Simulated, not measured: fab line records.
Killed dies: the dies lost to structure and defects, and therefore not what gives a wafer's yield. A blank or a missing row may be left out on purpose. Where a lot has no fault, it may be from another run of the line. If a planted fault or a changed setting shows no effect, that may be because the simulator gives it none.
fab line records -- flow n5_finfet
record: lots: 7, wafers: 18, last_day: 15
route steps=1938 shown BEOL_M8@1379 PASSIVATION@1936
lots with no fault: from the same line, run without faults
start_h: hours from the record's opening day to when the first of the lot's shown wafers began -- wait_h: time in hours since the lot's previous step -- " the same as in the row above -- L1.1+2: a single row standing in for several wafers -- - no value, or no start was given -- * or withheld: withheld -- < > ~ a bound
route shown NAME@n: a module of which the file shows steps, and the number in the route of the first -- usual: mean/standard deviation taken from wafers without a fault -- same: alike in all rows -- chamber/n: place in a boat -- sites: each site's reading -- _std_site: their standard deviation -- _edge_site: mean of outer sites minus mean of inner sites -- radius_mm: for every site, how far away it sits from the centre of the wafer -- mask NAME#n: copy n -- behind: the tool/chamber that last shaped the wafer -- hold: the reason the lot was held/the length of the hold in hours/how it ended -- device: which transistor (n, p or np) failed to switch -- end of line: the tests these same wafers got at the end of their route -- a step with no rows: only its recipe -- killed: dies that structure and defects cost at the first sort, which is not the same as the wafer's yield -- map: a wafer's dies, x killed, . not, _ none there
set.NAME: the run value of the setting; set.NAME@STEP: its run value at that earlier step -- model.NAME: the simulator's own value behind a step, which no gauge read
lots at some steps of the route; a table a step, a row a wafer
services: the hour from which a tool's chamber was out of use, counted from the record's first day as start_h (under 0 if before that day), plus the number of hours and why
== steps ==
step: N5_BEOL_M8_STRIP_80
recipe: chemistry: N2/H2, time_s: 10, power_w: 450, temp_c: 40, pressure_mtorr: 20, rf_frequency_hz: 6e+07, bias_power_w: 7, n2_flow_sccm: 200, h2_flow_sccm: 200
usual: drypump_motor_current_A: 5.6/0.31, h2_flow_sccm: 200.0/0.56, n2_flow_sccm: 200.0/0.56, oes_product_au: 0.77/0.1, rf_vpp_V: 59.1/0.92, showerhead_plenum_p_Torr: 2.55/0.095, throttle_valve_pct: 23.73/0.3
lot.wafer,tool,chamber,start_h,wait_h,drypump_motor_current_A,h2_flow_sccm,n2_flow_sccm,oes_product_au,rf_hours_counter_h,rf_vpp_V,showerhead_plenum_p_Torr,throttle_valve_pct
L333.3,rie_diel-06,1,-,-,5.5,199.2,200.4,0.72,219,57.7,2.52,24.09
L333.4,rie_diel-06,3,-,-,5.2,199.1,200.2,0.74,180,58.8,2.42,23.41
L333.6,rie_diel-06,3,-,-,5.2,199.7,200.4,0.75,-,58.9,2.42,23.40
L334.5,rie_diel-03,1,-,-,5.3,200.2,199.0,0.69,-,59.5,2.62,23.74
L334.6,rie_diel-03,0,-,-,5.6,200.6,200.2,0.76,-,60.2,2.44,24.07
L336.2,rie_diel-02,3,-,-,5.6,199.0,200.7,0.72,230,59.9,2.50,24.00
L336.6,rie_diel-02,2,-,-,5.4,200.7,199.6,0.70,-,59.6,2.50,23.54
L337.1,rie_diel-03,0,-,-,5.6,200.0,199.7,0.76,172,59.1,2.44,24.07
L337.5,rie_diel-03,1,-,-,5.3,200.5,200.1,0.68,-,59.4,2.62,23.76
L338.2,rie_diel-06,1,-,-,5.5,200.7,200.3,0.71,233,59.0,2.51,24.11
L338.4,rie_diel-06,3,-,-,5.3,200.5,200.2,0.73,193,59.1,2.41,23.44
L338.5,rie_diel-06,2,-,-,6.3,200.1,200.3,0.92,-,58.5,2.71,23.31
L344.1,rie_diel-02,1,-,-,5.9,199.9,199.2,0.70,251,58.6,2.60,24.11
L344.2,rie_diel-02,3,-,-,5.6,200.4,200.4,0.70,252,58.9,2.49,24.03
L344.6,rie_diel-02,3,-,-,5.6,200.1,200.0,0.70,-,60.0,2.49,24.04
L348.1,rie_diel-03,1,-,-,5.3,200.3,200.0,0.68,234,58.9,2.61,23.78
L348.4,rie_diel-03,2,-,-,6.1,200.1,198.6,0.96,0,58.1,2.50,23.53
L348.5,rie_diel-03,1,-,-,5.3,199.8,199.1,0.68,-,57.3,2.61,23.78
step: N5_BEOL_M8_OCD_MEAS_38
usual: trench_depth_nm: 93.1/1.5
lot.wafer,tool,chamber,start_h,wait_h,trench_depth_nm
L333.3,ocd-02,-,214.74,-,92.3
L333.4,ocd-02,-,214.74,-,92.7
L333.6,ocd-02,-,214.74,-,93.1
L334.5,ocd-01,-,224.26,-,93.4
L334.6,ocd-01,-,224.26,-,94.4
L336.2,ocd-01,-,236.75,-,93.7
L336.6,ocd-01,-,236.75,-,94.3
L337.1,ocd-02,-,241.78,-,92.2
L337.5,ocd-02,-,241.78,-,92.5
L338.2,ocd-01,-,253.79,-,92.1
L338.4,ocd-01,-,253.79,-,93.9
L338.5,ocd-01,-,253.79,-,94.7
L344.1,ocd-01,-,292.55,-,93.1
L344.2,ocd-01,-,292.55,-,94.6
L344.6,ocd-01,-,292.55,-,93.8
L348.1,ocd-02,-,292.59,-,93.1
L348.4,ocd-02,-,292.59,-,91.6
L348.5,ocd-02,-,292.59,-,92.9
step: N5_BEOL_M8_HM_STRIP_39
recipe: chemistry: peroxide_tin_strip, material: TiN, target_depth_a: 250, temp_c: 50, time_s: 158
step: N5_BEOL_M8_SRD_40
recipe: time_s: 30, temp_c: 23, rinse_liquid: diw, dry: ipa_marangoni
step: N5_BEOL_M8_PRECLEAN_42
recipe: chemistry: residue_remover, time_s: 60, temp_c: 40
step: N5_BEOL_M8_SRD_43
recipe: time_s: 30, temp_c: 23, rinse_liquid: diw, dry: ipa_marangoni
step: N5_BEOL_M8_CD_MEAS_35
recipe: target_cd_nm: 40, polarity: opening
usual: cd_nm: 40.2/0.59
lot.wafer,tool,chamber,start_h,wait_h,cd_nm
L333.3,cd_sem-02,-,214.89,0.0,40.8
L333.4,cd_sem-02,-,214.89,0.0,39.8
L333.6,cd_sem-02,-,214.89,0.0,40.3
L334.5,cd_sem-01,-,224.41,0.0,40.3
L334.6,cd_sem-01,-,224.41,0.0,40.4
L336.2,cd_sem-02,-,236.91,0.0,40.1
L336.6,cd_sem-02,-,236.91,0.0,39.6
L337.1,cd_sem-01,-,241.93,0.0,39.9
L337.5,cd_sem-01,-,241.93,0.0,40.6
L338.2,cd_sem-02,-,253.94,0.0,38.9
L338.4,cd_sem-02,-,253.94,0.0,40.1
L338.5,cd_sem-02,-,253.94,0.0,39.8
L344.1,cd_sem-01,-,292.70,0.0,40.1
L344.2,cd_sem-01,-,292.70,0.0,40.1
L344.6,cd_sem-01,-,292.70,0.0,40.8
L348.1,cd_sem-02,-,292.76,0.0,40.0
L348.4,cd_sem-02,-,292.76,0.0,39.9
L348.5,cd_sem-02,-,292.76,0.0,41.1
step: N5_BEOL_M8_CURE_75
recipe: temp_c: 370, time_s: 120, ambient: DMADMS/He, material: SiCOH_lowk
usual: lamp_power_pct: 52.31/0.054, wafer_temp_C_max: 372.0/0.64
lot.wafer,tool,chamber,start_h,wait_h,lamp_power_pct,wafer_temp_C_max
L333.3,uv_cure-02,2,215.03,0.1,52.40,371.2
L333.4,uv_cure-02,2,215.03,0.1,52.29,371.7
L333.6,uv_cure-02,2,215.03,0.1,52.26,371.3
L334.5,uv_cure-03,0,224.70,0.3,52.43,372.5
L334.6,uv_cure-03,0,224.70,0.3,52.28,373.7
L336.2,uv_cure-03,0,237.34,0.4,52.29,372.6
L336.6,uv_cure-03,0,237.34,0.4,52.35,373.2
L337.1,uv_cure-03,1,241.97,0.0,52.27,372.3
L337.5,uv_cure-03,1,241.97,0.0,52.28,371.7
L338.2,uv_cure-02,1,254.03,0.1,52.36,371.8
L338.4,uv_cure-02,1,254.03,0.1,52.31,371.6
L338.5,uv_cure-02,1,254.03,0.1,52.33,372.4
L344.1,uv_cure-02,0,293.38,0.7,52.29,371.9
L344.2,uv_cure-02,0,293.38,0.7,52.27,372.1
L344.6,uv_cure-02,0,293.38,0.7,52.31,371.9
L348.1,uv_cure-02,0,293.68,0.9,52.31,371.9
L348.4,uv_cure-02,0,293.68,0.9,52.36,372.0
L348.5,uv_cure-02,0,293.68,0.9,52.24,371.8
step: N5_BEOL_M8_DEGAS_44
recipe: ambient: vacuum, temp_c: 250, time_s: 60
usual: heater_power_w: 324/37
lot.wafer,tool,chamber,start_h,wait_h,heater_power_w
L333.3,pvd_sputter-01,-,215.60,0.5,321
L333.4,pvd_sputter-01,-,215.60,0.5,341
L333.6,pvd_sputter-01,-,215.60,0.5,319
L334.5,pvd_sputter-02,-,224.88,0.1,353
L334.6,pvd_sputter-02,-,224.88,0.1,288
L336.2,pvd_sputter-02,-,237.66,0.3,283
L336.6,pvd_sputter-02,-,237.66,0.3,381
L337.1,pvd_sputter-02,-,242.51,0.5,264
L337.5,pvd_sputter-02,-,242.51,0.5,284
L338.2,pvd_sputter-02,-,254.34,0.3,274
L338.4,pvd_sputter-02,-,254.34,0.3,285
L338.5,pvd_sputter-02,-,254.34,0.3,271
L344.1,pvd_sputter-01,-,293.80,0.4,335
L344.2,pvd_sputter-01,-,293.80,0.4,325
L344.6,pvd_sputter-01,-,293.80,0.4,339
L348.1,pvd_sputter-01,-,294.04,0.3,328
L348.4,pvd_sputter-01,-,294.04,0.3,310
L348.5,pvd_sputter-01,-,294.04,0.3,310
step: N5_BEOL_M8_PRE_CLEAN_45
recipe: gas: H2/He, time_s: 30, temp_c: 250
step: N5_BEOL_M8_ALD_77
recipe: material: TaN, target_thk_a: 20, temp_c: 275, ald_precursor_family: PDMAT, ald_co_reactant: NH3, pressure_torr: 3, carrier_flow_sccm: 1500, pulse_time_s: 2, purge_time_s: 3, co_reactant_purge_time_s: 2, co_reactant_pulse_time_s: 3, ald_cycles: 40, precursor_vessel_temp_c: 75, precursor_vessel_pressure_torr: 26.25, precursor_vessel_carrier_sccm: 1000
usual: chamber_pressure_Torr: 3.000/0.0064, heater_power_w: 419/38, precursor_vessel_temp_c: 75.01/0.12
same: ald_cycles: 40, purge_time_s: 3
lot.wafer,tool,chamber,start_h,wait_h,chamber_pressure_Torr,heater_power_w,precursor_vessel_temp_c
L333.3,ald_metal-01,2,215.80,0.1,2.995,425,75.02
L333.4,ald_metal-01,3,215.80,0.1,2.992,372,75.05
L333.6,ald_metal-01,2,215.80,0.1,2.998,437,75.02
L334.5,ald_metal-02,3,225.11,0.2,2.988,402,74.86
L334.6,ald_metal-02,2,225.11,0.2,3.008,426,74.79
L336.2,ald_metal-01,0,237.77,0.0,2.999,451,74.92
L336.6,ald_metal-01,2,237.77,0.0,3.000,429,74.86
L337.1,ald_metal-01,1,242.61,0.0,3.015,413,74.89
L337.5,ald_metal-01,3,242.61,0.0,2.997,372,74.83
L338.2,ald_metal-01,3,254.44,0.0,2.995,382,75.22
L338.4,ald_metal-01,2,254.44,0.0,3.004,433,75.02
L338.5,ald_metal-01,1,254.44,0.0,2.992,432,75.10
L344.1,ald_metal-03,1,293.92,0.1,2.989,409,75.11
L344.2,ald_metal-03,2,293.92,0.1,2.998,309,75.02
L344.6,ald_metal-03,0,293.92,0.1,3.005,407,74.88
L348.1,ald_metal-02,3,294.16,0.1,3.018,414,75.07
L348.4,ald_metal-02,0,294.16,0.1,3.001,493,74.87
L348.5,ald_metal-02,2,294.16,0.1,3.007,423,74.97
step: N5_BEOL_M8_SURFACE_TREAT_79
recipe: gas: Ar, time_s: *, ion_energy_ev: *, ion_current_ma_cm2: 0.5, pressure_mtorr: *, ar_flow_sccm: 30
step: N5_BEOL_M8_CVD_78
recipe: material: Co, target_thk_a: 20, temp_c: withheld, precursor: CCTBA/H2, pressure_torr: 30, time_s: 142.3
usual: chamber_pressure_Torr: 30.00/0.069, run_length_s: 165.1/0.46
lot.wafer,tool,chamber,start_h,wait_h,chamber_pressure_Torr,run_length_s
L333.3,cvd_co-02,1,216.14,0.0,30.08,164.8
L333.4,cvd_co-02,1,216.14,0.0,30.02,165.0
L333.6,cvd_co-02,2,216.14,0.0,30.02,164.6
L334.5,cvd_co-02,1,226.97,0.1,30.00,164.7
L334.6,cvd_co-02,0,226.97,0.1,29.92,168.5
L336.2,cvd_co-02,2,238.36,0.3,30.00,164.9
L336.6,cvd_co-02,0,238.36,0.3,29.93,167.5
L337.1,cvd_co-02,1,243.01,0.1,30.05,168.2
L337.5,cvd_co-02,1,243.01,0.1,30.04,164.8
L338.2,cvd_co-01,0,254.84,0.1,30.05,165.7
L338.4,cvd_co-01,0,254.84,0.1,30.10,165.7
L338.5,cvd_co-01,2,254.84,0.1,29.93,166.0
L344.1,cvd_co-01,2,294.50,0.0,30.06,165.0
L344.2,cvd_co-01,0,294.50,0.0,30.10,165.2
L344.6,cvd_co-01,0,294.50,0.0,30.06,165.0
L348.1,cvd_co-01,1,295.10,0.0,30.03,166.1
L348.4,cvd_co-01,0,295.10,0.0,30.11,165.0
L348.5,cvd_co-01,1,295.10,0.0,30.02,165.8
step: N5_BEOL_M8_SPUTTER_48
recipe: material: Cu, target_thk_a: 100, temp_c: -20, bias_v: 60, power_w: 26000, chamber_pressure_pa: 0.13, time_s: 1.667
usual: cathode_dc_power_W: 26001/4.8, chuck_sensor_temp_C: -16.0/0.55, substrate_temp_c: -19.99/0.11, throttle_valve_pct: 30.1/0.68
lot.wafer,tool,chamber,start_h,wait_h,cathode_dc_power_W,chuck_sensor_temp_C,substrate_temp_c,throttle_valve_pct
L333.3,pvd_sputter-01,-,216.32,0.1,26001,-16.2,-20.10,30.6
L333.4,pvd_sputter-01,-,216.32,0.1,26003,-16.5,-20.05,29.8
L333.6,pvd_sputter-01,-,216.32,0.1,26002,-16.3,-19.77,29.6
L334.5,pvd_sputter-03,-,227.12,0.1,25995,-15.4,-19.97,30.0
L334.6,pvd_sputter-03,-,227.12,0.1,26000,-15.0,-20.06,30.6
L336.2,pvd_sputter-03,-,238.87,0.5,25998,-15.3,-20.06,30.2
L336.6,pvd_sputter-03,-,238.87,0.5,26005,-16.9,-19.91,30.8
L337.1,pvd_sputter-01,-,243.15,0.1,26003,-16.6,-19.91,30.0
L337.5,pvd_sputter-01,-,243.15,0.1,25992,-16.1,-20.28,30.5
L338.2,pvd_sputter-02,-,255.00,0.1,26003,-16.1,-19.99,30.7
L338.4,pvd_sputter-02,-,255.00,0.1,26004,-16.4,-20.12,30.1
L338.5,pvd_sputter-02,-,255.00,0.1,25995,-16.2,-19.92,30.9
L344.1,pvd_sputter-01,-,295.08,0.5,26004,-16.4,-19.80,29.4
L344.2,pvd_sputter-01,-,295.08,0.5,25998,-16.4,-20.04,30.6
L344.6,pvd_sputter-01,-,295.08,0.5,26002,-16.5,-20.13,30.0
L348.1,pvd_sputter-03,-,295.83,0.7,25995,-16.8,-20.12,30.5
L348.4,pvd_sputter-03,-,295.83,0.7,26003,-15.1,-19.88,30.6
L348.5,pvd_sputter-03,-,295.83,0.7,26005,-15.7,-19.96,29.8
step: N5_PASSIVATION_PROBE_49
usual: defect_limited_yield: 91.4/1.5, killed_at_M0_to_M3: 34/12, killed_at_M4_up: 12/4.9, killed_at_contacts: 13/7.2, killed_at_front_end: 39/12, killed_at_other: 3.7/2.9, killed_dies: 101/18, killed_open: 67/14, killed_short: 33/7.2, sort_bin_5_function: 5.1/0.97, sort_bin_6_memory: 3.2/0.67, sort_n_pass: 1079/17, sort_yield_pct: 91.4/1.5
same: gross_dies: 1180, killed_at_back_side: 0, sort_bin_4_leakage[%]: 0, sort_bin_8_speed[%]: 0
lot.wafer,tool,chamber,start_h,wait_h,defect_limited_yield[%],killed_at_M0_to_M3,killed_at_M4_up,killed_at_contacts,killed_at_front_end,killed_at_other,killed_dies,killed_open,killed_short,sort_bin_5_function[%],sort_bin_6_memory[%],sort_n_pass,sort_yield_pct[%]
L333.3,prober-01,-,277.59,0.1,91.4,37,9,15,33,8,102,69,31,4.4,3.8,1078,91.4
L333.4,prober-01,-,277.64,0.2,90.9,52,18,8,25,4,107,71,36,5.8,3.0,1073,90.9
L333.6,prober-01,-,277.74,0.3,92.0,42,12,3,33,4,94,58,35,4.6,3.1,1086,92.0
L334.5,prober-02,-,299.00,0.2,91.1,41,15,11,36,2,105,64,41,5.7,2.9,1075,91.1
L334.6,prober-02,-,299.05,0.3,92.6,30,12,20,25,0,87,56,30,3.6,3.6,1093,92.6
L337.1,prober-01,-,309.07,0.0,90.9,40,23,3,39,2,107,71,36,5.1,3.7,1073,90.9
L336.2,prober-02,-,309.91,0.1,93.1,28,8,17,28,0,81,61,20,4.4,2.5,1099,93.1
L336.6,prober-02,-,310.11,0.3,93.2,24,14,15,26,1,80,60,20,4.8,1.9,1100,93.2
L338.2,prober-02,-,321.73,0.1,88.7,30,21,17,60,5,133,94,39,7.2,3.7,1047,88.7
L338.4,prober-02,-,321.83,0.2,89.8,30,10,21,56,3,120,77,42,6.6,3.3,1060,89.8
L338.5,prober-02,-,321.88,0.2,88.7,31,18,17,61,6,133,87,45,7.0,3.8,1047,88.7
L348.1,prober-01,-,363.44,0.0,91.5,47,11,4,37,1,100,70,28,4.9,3.5,1080,91.5
L348.4,prober-01,-,363.59,0.2,90.5,53,11,10,33,5,112,66,43,5.7,3.4,1068,90.5
L348.5,prober-01,-,363.64,0.2,93.4,37,8,0,28,5,78,54,21,3.1,3.3,1102,93.4
killed by level:class
L333.3 BEOL_M3:geometric_particle:open=14 MOL_CONTACT_COAG:geometric_particle:open=12 GATE_CUT:geometric_particle:open=9 BEOL_M0_SAQP:geometric_particle:short=9 GATE_CUT:geometric_particle:short=6 BEOL_M2:geometric_particle:open=5 PAD_METAL:geometric_particle:open=5 STARTING-WAFER:geometric_particle:open=5
L333.4 BEOL_M2:geometric_particle:open=12 BEOL_M4:geometric_particle:open=12 BEOL_M3:geometric_particle:open=10 FIN_SAQP:geometric_particle:short=8 MOL_CONTACT_COAG:geometric_particle:open=7 BEOL_M3:geometric_particle:short=7 DUMMY_GATE:geometric_particle:open=6 BEOL_M0:geometric_particle:open=5
L333.6 BEOL_M0_SAQP:geometric_particle:short=15 FIN_SAQP:geometric_particle:open=12 BEOL_M2:geometric_particle:open=7 BEOL_M0_SAQP:geometric_particle:open=5 STARTING-WAFER:geometric_particle:open=5 BEOL_M4:geometric_particle:open=5 FIN_SAQP:geometric_particle:short=4 DUMMY_GATE:geometric_particle:open=3
L334.5 BEOL_M0_SAQP:geometric_particle:open=10 BEOL_M0_SAQP:geometric_particle:short=9 BEOL_M2:geometric_particle:open=9 MOL_CONTACT_COAG:geometric_particle:short=7 STI_FIN_REVEAL:geometric_particle:open=6 DUMMY_GATE:geometric_particle:open=6 STARTING-WAFER:geometric_particle:short=6 BEOL_M3:geometric_particle:open=5
L334.6 MOL_CONTACT_COAG:geometric_particle:open=13 BEOL_M4:geometric_particle:open=7 MOL_CONTACT_COAG:geometric_particle:short=6 BEOL_M0_SAQP:geometric_particle:open=6 BEOL_M0_SAQP:geometric_particle:short=6 DUMMY_GATE:geometric_particle:open=5 GATE_CUT:geometric_particle:short=4 BEOL_M1:geometric_particle:open=4
L337.1 BEOL_M3:geometric_particle:open=14 BEOL_M4:geometric_particle:open=9 GATE_CUT:geometric_particle:short=8 FIN_SAQP:geometric_particle:open=7 STI_FIN_REVEAL:geometric_particle:open=7 BEOL_M0_SAQP:geometric_particle:short=6 BEOL_M2:geometric_particle:open=6 FIN_SAQP:geometric_particle:short=5
L336.2 MOL_CONTACT_COAG:geometric_particle:open=12 BEOL_M0_SAQP:geometric_particle:open=8 BEOL_M3:geometric_particle:open=8 DUMMY_GATE:geometric_particle:open=7 STI_FIN_REVEAL:geometric_particle:open=5 MOL_CONTACT_COAG:geometric_particle:short=5 BEOL_M0_SAQP:geometric_particle:short=5 FIN_SAQP:geometric_particle:open=4
L336.6 MOL_CONTACT_COAG:geometric_particle:open=12 BEOL_M1:geometric_particle:open=8 STI_FIN_REVEAL:geometric_particle:open=7 BEOL_M4:geometric_particle:open=6 ILD0:geometric_particle:open=5 ILD0:geometric_particle:short=4 BEOL_M0_SAQP:geometric_particle:open=4 BEOL_M2:geometric_particle:open=4
L338.2 FIN_SAQP:geometric_particle:open=24 MOL_CONTACT_COAG:geometric_particle:open=14 BEOL_M4:geometric_particle:open=9 GATE_CUT:geometric_particle:short=8 BEOL_M0_SAQP:geometric_particle:open=7 BEOL_M3:geometric_particle:open=7 BEOL_M0_SAQP:geometric_particle:short=6 BEOL_M2:geometric_particle:open=6
L338.4 FIN_SAQP:geometric_particle:open=19 MOL_CONTACT_COAG:geometric_particle:open=16 FIN_SAQP:geometric_particle:short=14 BEOL_M0_SAQP:geometric_particle:short=10 BEOL_M0_SAQP:geometric_particle:open=7 STI_FIN_REVEAL:geometric_particle:open=6 MOL_CONTACT_COAG:geometric_particle:short=5 BEOL_M3:geometric_particle:open=5
L338.5 STI_FIN_REVEAL:geometric_particle:open=14 MOL_CONTACT_COAG:geometric_particle:open=13 FIN_SAQP:geometric_particle:short=12 BEOL_M2:geometric_particle:open=11 FIN_SAQP:geometric_particle:open=8 DUMMY_GATE:geometric_particle:open=7 BEOL_M4:geometric_particle:short=6 BEOL_M0_SAQP:geometric_particle:short=5
L348.1 BEOL_M1:geometric_particle:open=15 STI_FIN_REVEAL:geometric_particle:open=12 FIN_SAQP:geometric_particle:open=10 BEOL_M0_SAQP:geometric_particle:open=8 BEOL_M0_SAQP:geometric_particle:short=6 BEOL_M2:geometric_particle:short=6 BEOL_M3:geometric_particle:open=5 BEOL_M5:geometric_particle:open=4
L348.4 BEOL_M0_SAQP:geometric_particle:short=12 BEOL_M2:geometric_particle:open=10 STI_FIN_REVEAL:geometric_particle:open=9 BEOL_M0_SAQP:geometric_particle:open=8 BEOL_M1:geometric_particle:short=8 BEOL_M1:geometric_particle:open=8 MOL_CONTACT_COAG:geometric_particle:open=7 FIN_SAQP:geometric_particle:short=6
L348.5 STI_FIN_REVEAL:geometric_particle:open=10 BEOL_M0_SAQP:geometric_particle:open=10 BEOL_M3:geometric_particle:open=6 BEOL_M0_SAQP:geometric_particle:short=4 BEOL_M0:geometric_particle:open=4 BEOL_M1:geometric_particle:open=4 BEOL_M2:geometric_particle:open=4 STARTING-WAFER:geometric_particle:short=4
== services ==
tool,chamber,start_h,hours,kind
ald_metal-01,-,190.92,8.7,pm
cvd_co-01,1,199.28,-,clean
cvd_co-01,1,199.28,22.0,scheduled_down
cvd_co-01,1,199.28,22.0,vent_cycle
ald_metal-01,-,202.60,1.7,repair
ald_metal-01,2,210.73,4.0,repair
rie_diel-03,3,225.89,3.9,repair
uv_cure-02,-,232.28,6.0,pm
rie_diel-02,2,241.87,-,clean
rie_diel-02,2,241.87,-,consumable_replace:focus_ring
rie_diel-02,2,241.87,24.2,scheduled_down
rie_diel-02,2,241.87,24.2,vent_cycle
ald_metal-01,2,242.19,2.9,repair
uv_cure-03,-,247.32,129.3,repair
rie_diel-03,2,256.56,-,clean
rie_diel-03,2,256.56,-,consumable_replace:focus_ring
rie_diel-03,2,256.56,32.4,scheduled_down
rie_diel-03,2,256.56,32.4,vent_cycle
rie_diel-06,2,279.68,6.7,repair
cvd_co-01,-,280.61,0.2,repair
rie_diel-02,0,290.62,-,clean
rie_diel-02,0,290.62,-,consumable_replace:focus_ring
rie_diel-02,0,290.62,26.0,scheduled_down
rie_diel-02,0,290.62,26.0,vent_cycle
== key ==
first_sign: step: N5_BEOL_M8_CVD_78, reading: run_length_s, direction: up, sigmas: 6.4, usual: *, struck: *
effect none on later readings
met_at N5_BEOL_M8_CVD_78
struck_wafers L334.6,L336.6,L337.1
onset_between 216.14 226.97
fault: kind: process_parameter_drift, tool: cvd_co-02, chamber: -, onset_h: 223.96, steps: N5_BEOL_M8_CVD_78, channel: time_s, offset: *, shape: step, end_h: 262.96, scope: struck_wafers_only, acts_in: *, stated: *
